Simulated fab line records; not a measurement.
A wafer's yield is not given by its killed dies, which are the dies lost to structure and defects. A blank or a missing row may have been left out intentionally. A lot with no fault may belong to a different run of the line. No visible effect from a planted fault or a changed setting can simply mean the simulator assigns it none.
A lot that was struck, set against a sound lot | flow nand_harc | 13 steps out of a route of 1159
Sound: the wafers L644.4, L644.5, L644.6. Struck: wafer L660.6 (left out: L660.4, L660.5 of the same lot, which were not struck); the cause appears at the end.
Per side, at each step with rows, come the tool, then ch with its chambers, and then its first start. Under that, the readings that differ: sound wafers | struck wafers | difference of the means | sigmas: that difference in standard deviations of wafers without a fault.
alike: words and numbers the same on both sides, and readings whose means are apart by under 2 such deviations; not compared: readings that were withheld, readings missing a value for some wafer, numbers with overlapping values and no deviation given by the record, and bounds like >300 which may hide the same value.
A row with sigmas, a row that says differs or no value, or rows on one side alone: a step with any of these is where the two part. When numbers do not overlap yet have no deviation, they are printed without sigmas and do not part them. A reading missing from all wafers of one side parts the sides only when that side holds two or more wafers.

NHARC_A_SLIT_ETCH_29: etches the open film in CF4/O2, target depth 100 nm, overetch 10 nm, time 55 s.
  sound on rie_diel-11 ch 0,1, day 15 04:51; struck on rie_diel-11 ch 3, day 18 22:19
  reading             | sound             | struck | difference | sigmas
  oes_f_703_au (a.u.) | 0.994 0.991 0.992 | 1.002  | +0.010     | +2
  alike: cf4_flow_sccm, drypump_motor_current_A, oes_product_au, rf_vpp_V, showerhead_plenum_p_Torr, throttle_valve_pct
  not compared: rf_hours_counter_h
NHARC_A_SLIT_STRIP_18: strips in O2.
  sound on rie_diel-11 ch 0,2,3; struck on rie_diel-11 ch 0
  alike: drypump_motor_current_A, oes_product_au, rf_vpp_V, showerhead_plenum_p_Torr, throttle_valve_pct
  not compared: rf_hours_counter_h
then, 2 steps without rows for these wafers: NHARC_A_SLIT_PRECLEAN_19 (cleans in SC1); NHARC_A_SLIT_SRD_20.
NHARC_A_SLIT_CD_MEAS_21:
  struck on cd_sem-02, day 18 22:53; sound on cd_sem-03, day 15 05:23
  reading    | sound             | struck | difference | sigmas
  cd_nm (nm) | 289.6 290.2 288.8 | 292.2  | +2.7       | +2
then, 3 steps without rows for these wafers: NHARC_A_SIN_REMOVE_WET_00 (chemistry H3PO4, time 15300 s); NHARC_A_SIN_REMOVE_PRECLEAN_01 (cleans in SC1); NHARC_A_SIN_REMOVE_SRD_02.
NHARC_A_SIN_REMOVE_INSPECT_04:
  struck on defect_inspect-01, day 19 06:37; sound on defect_inspect-01, day 15 11:25
  alike: raw_defect_count
NHARC_A_WL_FILL_ALD_00: deposits Al2O3, target thk 3 nm, pulse time 3 s, ald cycles 30.
  sound on ald_hk-02 ch 0,1,3, day 15 11:32; struck on ald_hk-02 ch 1, day 19 06:44
  alike: heater_power_outer_w, heater_power_w, precursor_pulse_height_rel
  not compared: ald_cycles
NHARC_A_WL_FILL_RTA_01: time 5 s.
  sound on rtp_anneal-02 ch 0, day 15 11:50; struck on rtp_anneal-02 ch 0, day 19 07:22
  alike: lamp_power_pct, lamp_zone_7_pct, wafer_temp_C_max
NHARC_A_WL_FILL_ALD_02: deposits TiN, target thk 2 nm, pulse time 3 s, ald cycles 100.
  sound on ald_metal-03 ch 0,2,3, day 15 12:07; struck on ald_metal-03 ch 0, day 19 07:29
  reading    | sound       | struck | difference | sigmas
  ald_cycles | 100 100 100 | 49     | -51        |
  alike: heater_power_outer_w, heater_power_w, precursor_pulse_height_rel
-- the record jumps here: 5 days lie between the struck wafers' starts before and after (it left off in module A_WL_FILL and takes up again in module END, whose first step shown is number 1159 of the route) --
NHARC_END_SORT_01:
  only the struck wafers appear in the record here, on prober-01 ch 0 at day 24 02:47; the sound ones have no rows

== WHERE THEY PART ==
First at NHARC_A_SLIT_ETCH_29; last, within this record, at NHARC_END_SORT_01.

WHY: whatever the simulator had introduced
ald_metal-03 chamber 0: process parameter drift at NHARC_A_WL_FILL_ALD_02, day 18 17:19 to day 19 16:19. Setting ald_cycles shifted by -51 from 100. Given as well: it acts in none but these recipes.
